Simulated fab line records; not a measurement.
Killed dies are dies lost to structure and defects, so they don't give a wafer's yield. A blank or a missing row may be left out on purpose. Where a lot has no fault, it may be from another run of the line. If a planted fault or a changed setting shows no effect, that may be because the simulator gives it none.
fab line records | flow n5_finfet | part 2 of 2: steps 5 to 6 of 6
record lots=19 | wafers=57 | last_day=17
route steps=1938 shown MOL_CONTACT_COAG@578
lots untouched by any fault: they come from a run of this same line in which no faults occurred
start_h: start of the lot's first displayed wafer, in hours after the record's first day | wait_h: hours since the lot's step before | " unchanged from the row above | L1.1+2: a single row standing in for several wafers | - no value, or no start was given | * or withheld: withheld | < > ~ a bound
route shown NAME@n: NAME is a module with steps in the file, n the number in the route of the first one | usual: the fault-free wafers' mean and standard deviation | same: alike in all rows | chamber/n: place in a boat | sites: the reading at each site | _std_site: standard deviation of those values | _edge_site: inner sites' mean taken away from outer sites' mean | radius_mm: for every site, how far away it sits from the centre of the wafer | mask NAME#n: copy n | behind: the most recent tool/chamber to have shaped the wafer | hold: cause of the lot's hold/its duration in hours/its outcome | device: the n, p or np transistor that did not switch | end of line: at the end of the route, the tests of the same wafers | a step given without rows: its recipe and nothing more | killed: at the first sort, the dies lost to defects and structure; wafer yield is something else | map: the dies of a wafer, with x for killed, . for not killed, _ for no die there
set.NAME: setting as actually run; set.NAME@STEP: the setting as run at that earlier step | model.NAME: the simulator's own value behind a step, which no gauge read
one table for each step of the route and one row for each wafer, over a sample of lots
services: when a tool's chamber went out of use (start_h, in hours from the record's first day, below 0 if earlier), for how many hours, and the reason
## steps
# step N5_MOL_CONTACT_COAG_ETCH_124
# recipe chemistry=CH3F/O2 | target=SiNx | target_depth_a=65 | mask_material=SOC | stop_on=SiOC | over_etch_frac=0.3 | ion_energy_ev=120 | pressure_mtorr=30 | source_w=395 | bias_w=73 | Ar_flow_sccm=150 | CH3F_flow_sccm=30 | O2_flow_sccm=20 | ends=end_point
# usual drypump_motor_current_A=5.7/0.55 | mfc_ar_sccm=150.0/0.45 | oes_product_au=0.69/0.059 | rf_vpp_V=297/5.7 | showerhead_plenum_p_Torr=1.99/0.088 | throttle_valve_pct=16.30/0.2
# same over_etch_frac=0.3
lot.wafer | tool        | chamber | start_h | wait_h | drypump_motor_current_A | mfc_ar_sccm | oes_product_au | rf_hours_counter_h | rf_vpp_V | showerhead_plenum_p_Torr | throttle_valve_pct
L074.1    | rie_diel-03 | 1       | 109.58  | 0.0    | 6.3                     | 150.2       | 0.60           | 196                | 290      | 2.06                     | 16.68
L074.3    | "           | 0       | "       | "      | 5.3                     | 150.3       | 0.73           | 61                 | 296      | 1.95                     | 16.24
L074.6    | "           | 1       | "       | "      | 6.3                     | 150.6       | 0.60           | -                  | 290      | 2.06                     | 16.67
L075.1    | rie_diel-05 | 0       | 110.27  | 0.0    | 5.2                     | 149.7       | 0.68           | 111                | 294      | 1.93                     | 16.09
L075.3    | "           | 3       | "       | "      | 4.7                     | 149.1       | 0.74           | 46                 | 290      | 1.95                     | 16.28
L075.4    | "           | 1       | "       | "      | 5.9                     | 150.0       | 0.74           | 58                 | 288      | 1.95                     | 16.38
L076.1    | rie_diel-03 | 1       | 113.59  | 0.0    | 6.3                     | 150.3       | 0.60           | 198                | 289      | 2.06                     | 16.67
L076.4    | "           | 0       | "       | "      | 5.3                     | 149.9       | 0.73           | -                  | 298      | 1.94                     | 16.25
L076.6    | "           | 3       | "       | "      | 5.5                     | 150.2       | 0.65           | -                  | 299      | 1.85                     | 16.39
L078.2    | rie_diel-03 | 3       | 124.37  | 0.0    | 5.5                     | 150.2       | 0.64           | 142                | 298      | 1.85                     | 16.39
L078.3    | "           | 0       | "       | "      | 5.3                     | 148.7       | 0.72           | 69                 | 297      | 1.94                     | 16.28
L078.6    | "           | 1       | "       | "      | 6.3                     | 150.2       | 0.59           | -                  | 290      | 2.06                     | 16.67
L077.2    | rie_diel-05 | 0       | 128.53  | 0.0    | 5.2                     | 149.9       | 0.66           | 119                | 293      | 1.93                     | 16.12
L077.5    | "           | 3       | "       | "      | 4.7                     | 149.5       | 0.72           | -                  | 290      | 1.95                     | 16.27
L077.6    | "           | 0       | "       | "      | 5.1                     | 150.0       | 0.67           | -                  | 294      | 1.93                     | 16.10
L079.3    | rie_diel-03 | 0       | 135.27  | 0.0    | 5.3                     | 150.9       | 0.73           | 72                 | 298      | 1.94                     | 16.27
L079.5    | "           | 0       | "       | "      | 5.3                     | 150.2       | 0.72           | -                  | 297      | 1.94                     | 16.26
L079.6    | "           | 3       | "       | "      | 5.5                     | 149.8       | 0.63           | -                  | 299      | 1.85                     | 16.40
L080.2    | rie_diel-04 | 3       | 138.50  | 0.0    | 6.0                     | 149.7       | 0.60           | 248                | 286      | 1.88                     | 16.75
L080.3    | "           | 1       | "       | "      | 6.1                     | 149.7       | 0.77           | 31                 | 302      | 2.11                     | 15.94
L080.4    | "           | 2       | "       | "      | 5.7                     | 149.8       | 0.59           | 226                | 305      | 1.99                     | 16.28
L082.2    | rie_diel-05 | 0       | 149.62  | 0.0    | 5.2                     | 149.9       | 0.66           | 127                | 294      | 1.93                     | 16.13
L082.4    | "           | 3       | "       | "      | 4.7                     | 150.1       | 0.71           | 63                 | 291      | 1.95                     | 16.31
L082.5    | "           | 3       | "       | "      | 4.7                     | 150.7       | 0.71           | -                  | 290      | 1.95                     | 16.31
L083.1    | rie_diel-04 | 0       | 151.84  | 0.0    | 6.5                     | 149.9       | 0.71           | 69                 | 300      | 2.12                     | 16.19
L083.2    | "           | 2       | "       | "      | 5.7                     | 149.4       | 0.58           | 232                | 305      | 1.98                     | 16.28
L083.4    | "           | 2       | "       | "      | 5.7                     | 149.9       | 0.59           | -                  | 304      | 1.98                     | 16.29
L085.1    | rie_diel-03 | 0       | 169.28  | 0.0    | 5.3                     | 150.4       | 0.71           | 85                 | 298      | 1.94                     | 16.29
L085.3    | "           | 2       | "       | "      | 4.8                     | 150.1       | 0.80           | 17                 | 302      | 1.97                     | 16.02
L085.4    | "           | 1       | "       | "      | 6.3                     | 150.3       | 0.59           | 222                | 290      | 2.05                     | 16.71
L088.1    | rie_diel-03 | 3       | 189.52  | 0.0    | 5.5                     | 150.7       | 0.62           | 168                | 299      | 1.84                     | 16.45
L088.3    | "           | 2       | "       | "      | 4.8                     | 150.6       | 0.80           | 22                 | 302      | 1.96                     | 16.05
L088.4    | "           | 0       | "       | "      | 5.3                     | 150.1       | 0.71           | 92                 | 297      | 1.94                     | 16.32
L089.1    | rie_diel-05 | 0       | 191.48  | 0.0    | 5.2                     | 151.0       | 0.64           | 139                | 293      | 1.92                     | 16.17
L089.3    | "           | 2       | "       | "      | 6.0                     | 150.4       | 0.67           | 106                | 305      | 2.01                     | 16.50
L089.6    | "           | 1       | "       | "      | 5.9                     | 149.4       | 0.70           | -                  | 290      | 1.94                     | 16.44
L090.2    | rie_diel-05 | 3       | 201.15  | 0.0    | 4.7                     | 149.5       | 0.70           | 81                 | 290      | 1.94                     | 16.32
L090.4    | "           | 1       | "       | "      | 5.9                     | 150.3       | 0.70           | 91                 | 288      | 1.94                     | 16.45
L090.5    | "           | 3       | "       | "      | 4.7                     | 149.0       | 0.69           | -                  | 290      | 1.94                     | 16.33
L091.1    | rie_diel-05 | 2       | 204.52  | 0.0    | 6.0                     | 149.8       | 0.66           | 110                | 305      | 2.01                     | 16.50
L091.4    | "           | 0       | "       | "      | 5.2                     | 150.7       | 0.66           | 144                | 293      | 1.92                     | 16.15
L091.6    | "           | 1       | "       | "      | 5.9                     | 150.5       | 0.70           | -                  | 289      | 1.94                     | 16.45
L092.1    | rie_diel-04 | 1       | 215.82  | 0.0    | 6.1                     | 150.0       | 0.72           | 63                 | 301      | 2.10                     | 15.99
L092.4    | "           | 0       | "       | "      | 6.5                     | 149.8       | 0.68           | -                  | 299      | 2.11                     | 16.24
L092.5    | "           | 3       | "       | "      | 6.0                     | 149.7       | 0.78           | -                  | 289      | 2.12                     | 16.28
L093.3    | rie_diel-04 | 0       | 222.44  | 0.0    | 6.5                     | 149.6       | 0.68           | 98                 | 298      | 2.11                     | 16.25
L093.4    | "           | 3       | "       | "      | 6.0                     | 149.6       | 0.78           | -                  | 288      | 2.12                     | 16.28
L093.5    | "           | 0       | "       | "      | 6.5                     | 149.9       | 0.68           | -                  | 299      | 2.11                     | 16.23
L094.1    | rie_diel-03 | 2       | 222.61  | 0.0    | 4.8                     | 149.5       | 0.76           | 32                 | 301      | 1.96                     | 16.05
L094.2    | "           | 0       | "       | "      | 5.3                     | 150.3       | 0.70           | 103                | 295      | 1.93                     | 16.35
L094.5    | "           | 0       | "       | "      | 5.3                     | 149.4       | 0.70           | -                  | 296      | 1.93                     | 16.33
L096.1    | rie_diel-05 | 0       | 236.45  | 0.0    | 5.2                     | 149.8       | 0.63           | 156                | 293      | 1.92                     | 16.18
L096.4    | "           | 3       | "       | "      | 4.7                     | 149.9       | 0.67           | 93                 | 291      | 1.94                     | 16.36
L096.5    | "           | 1       | "       | "      | 5.9                     | 149.8       | 0.69           | -                  | 288      | 1.93                     | 16.48
L097.2    | rie_diel-04 | 3       | 241.42  | 0.0    | 5.9                     | 150.3       | 0.76           | 29                 | 288      | 2.12                     | 16.30
L097.3    | "           | 1       | "       | "      | 6.1                     | 149.8       | 0.72           | 75                 | 301      | 2.10                     | 16.02
L097.4    | "           | 2       | "       | "      | 5.7                     | 150.3       | 0.83           | 4                  | 304      | 1.98                     | 15.87
# step N5_MOL_CONTACT_COAG_CMP_52
# recipe stop_on=SiO2 | t_overpolish_s=1.5 | post_cmp_clean=w_dilute_nh4oh | down_force_psi=4 | platen_rpm=50.289 | pad_velocity_m_s=1.0006 | target_thk_nm=66.5
# usual motor_current_A=12.3/1.2 | overpolish_run_s=1.502/0.0086 | time_to_endpoint_s=12.9/2.4
lot.wafer | tool   | chamber | start_h | wait_h | motor_current_A | overpolish_run_s | time_to_endpoint_s
L074.3    | cmp-04 | 2       | 110.36  | 0.0    | 10.4            | 1.511            | 11.3
L074.1    | "      | 0       | "       | "      | 12.1            | 1.495            | 12.7
L074.6    | "      | 2       | "       | "      | 9.9             | 1.495            | 11.4
L075.4    | cmp-04 | 2       | 111.04  | 0.0    | 10.2            | 1.497            | 13.8
L075.1    | "      | 3       | "       | "      | 14.6            | 1.505            | 15.5
L075.3    | "      | 1       | "       | "      | 12.2            | 1.499            | 11.9
L076.1    | cmp-04 | 3       | 114.65  | 0.3    | 14.0            | 1.503            | 17.0
L076.4    | "      | 1       | "       | "      | 11.9            | 1.503            | 11.9
L076.6    | "      | 2       | "       | "      | 10.6            | 1.514            | 11.4
L078.2    | cmp-02 | 1       | 125.23  | 0.1    | 13.6            | 1.507            | 13.5
L078.3    | "      | 2       | "       | "      | 13.3            | 1.502            | 9.7
L078.6    | "      | 0       | "       | "      | 11.2            | 1.506            | 9.9
L077.2    | cmp-04 | 3       | 129.47  | 0.0    | 13.7            | 1.498            | 15.8
L077.5    | "      | 3       | "       | "      | 13.5            | 1.498            | 15.6
L077.6    | "      | 0       | "       | "      | 11.6            | 1.501            | 14.9
L079.3    | cmp-01 | 3       | 136.04  | 0.0    | 12.6            | 1.511            | 8.7
L079.6    | "      | 3       | "       | "      | 12.8            | 1.509            | 10.8
L079.5    | "      | 0       | "       | "      | 13.1            | 1.505            | 11.4
L080.3    | cmp-02 | 2       | 139.27  | 0.0    | 12.9            | 1.487            | 10.1
L080.4    | "      | 3       | "       | "      | 12.0            | 1.486            | 13.1
L080.2    | "      | 0       | "       | "      | 11.2            | 1.499            | 16.4
L082.4    | cmp-01 | 2       | 150.40  | 0.0    | 12.6            | 1.509            | 10.9
L082.2    | "      | 3       | "       | "      | 13.3            | 1.504            | 13.0
L082.5    | "      | 2       | "       | "      | 13.3            | 1.508            | 11.2
L083.2    | cmp-04 | 1       | 152.62  | 0.0    | 11.9            | 1.514            | 14.0
L083.1    | "      | 3       | "       | "      | 14.1            | 1.495            | 19.1
L083.4    | "      | 0       | "       | "      | 12.2            | 1.500            | 13.9
L085.4    | cmp-04 | 3       | 170.07  | 0.0    | 14.3            | 1.492            | 16.3
L085.3    | "      | 1       | "       | "      | 13.1            | 1.513            | 12.7
L085.1    | "      | 2       | "       | "      | 10.6            | 1.502            | 10.3
L088.3    | cmp-01 | 1       | 190.29  | 0.0    | 10.6            | 1.488            | 10.9
L088.1    | "      | 2       | "       | "      | 12.8            | 1.492            | 13.4
L088.4    | "      | 0       | "       | "      | 12.5            | 1.508            | 12.6
L089.1    | cmp-01 | 3       | 192.25  | 0.0    | 12.3            | 1.492            | 11.7
L089.3    | "      | 1       | "       | "      | 11.0            | 1.501            | 12.7
L089.6    | "      | 0       | "       | "      | 13.0            | 1.516            | 13.7
L090.4    | cmp-04 | 1       | 201.99  | 0.1    | 11.7            | 1.519            | 9.8
L090.2    | "      | 3       | "       | "      | 14.2            | 1.498            | 15.5
L090.5    | "      | 2       | "       | "      | 11.1            | 1.495            | 9.9
L091.1    | cmp-02 | 2       | 205.33  | 0.1    | 13.5            | 1.501            | 11.9
L091.4    | "      | 0       | "       | "      | 10.7            | 1.510            | 14.1
L091.6    | "      | 2       | "       | "      | 12.8            | 1.506            | 12.5
L092.1    | cmp-02 | 2       | 216.60  | 0.0    | 12.5            | 1.505            | 9.6
L092.4    | "      | 1       | "       | "      | 12.7            | 1.503            | 13.2
L092.5    | "      | 2       | "       | "      | 13.3            | 1.507            | 9.9
L093.4    | cmp-02 | 3       | 223.26  | 0.1    | 11.4            | 1.517            | 14.9
L093.3    | "      | 1       | "       | "      | 12.4            | 1.507            | 13.6
L093.5    | "      | 3       | "       | "      | 11.4            | 1.506            | 12.2
L094.1    | cmp-04 | 0       | 223.42  | 0.1    | 12.1            | 1.517            | 12.6
L094.2    | "      | 2       | "       | "      | 11.1            | 1.512            | 11.8
L094.5    | "      | 0       | "       | "      | 11.9            | 1.505            | 12.7
L096.4    | cmp-02 | 0       | 237.22  | 0.0    | 10.8            | 1.499            | 12.8
L096.1    | "      | 3       | "       | "      | 10.9            | 1.487            | 14.8
L096.5    | "      | 0       | "       | "      | 11.7            | 1.521            | 12.7
L097.4    | cmp-04 | 2       | 242.20  | 0.0    | 10.7            | 1.508            | 13.3
L097.3    | "      | 0       | "       | "      | 11.8            | 1.487            | 14.4
L097.2    | "      | 1       | "       | "      | 11.7            | 1.511            | 12.5
## services
tool        | chamber | start_h | hours | kind
ald_sin-01  | -       | 85.47   | 14.0  | pm
cmp-02      | -       | 87.39   | 4.7   | pm
cmp-04      | -       | 91.78   | 4.1   | repair
rie_diel-05 | -       | 93.41   | 0.3   | repair
ald_sin-01  | 2       | 103.09  | 21.5  | repair
rie_diel-05 | 3       | 105.12  | 2.2   | repair
ald_sin-02  | -       | 111.88  | 6.1   | pm
cmp-04      | -       | 119.22  | 1.5   | repair
cmp-01      | -       | 132.67  | 2.3   | repair
cmp-02      | -       | 151.78  | 0.3   | repair
ald_sin-04  | 3       | 164.23  | 72.6  | repair
rie_diel-05 | 0       | 167.54  | 4.6   | repair
ald_sin-01  | 2       | 169.33  | 3.1   | repair
ald_sin-04  | 0       | 176.52  | 6.5   | repair
ald_sin-04  | -       | 176.75  | 14.0  | pm
rie_diel-03 | 2       | 185.10  | 3.2   | repair
rie_diel-05 | -       | 196.32  | 1.0   | repair
rie_diel-04 | -       | 199.04  | 0.5   | repair
ald_sin-04  | 0       | 205.22  | 2.2   | repair
cmp-01      | -       | 211.09  | 4.0   | pm
cmp-04      | -       | 225.29  | 3.4   | repair
cmp-02      | -       | 231.09  | 0.3   | repair
ald_sin-04  | 0       | 232.86  | 4.4   | repair
cmp-04      | -       | 234.57  | 4.0   | pm
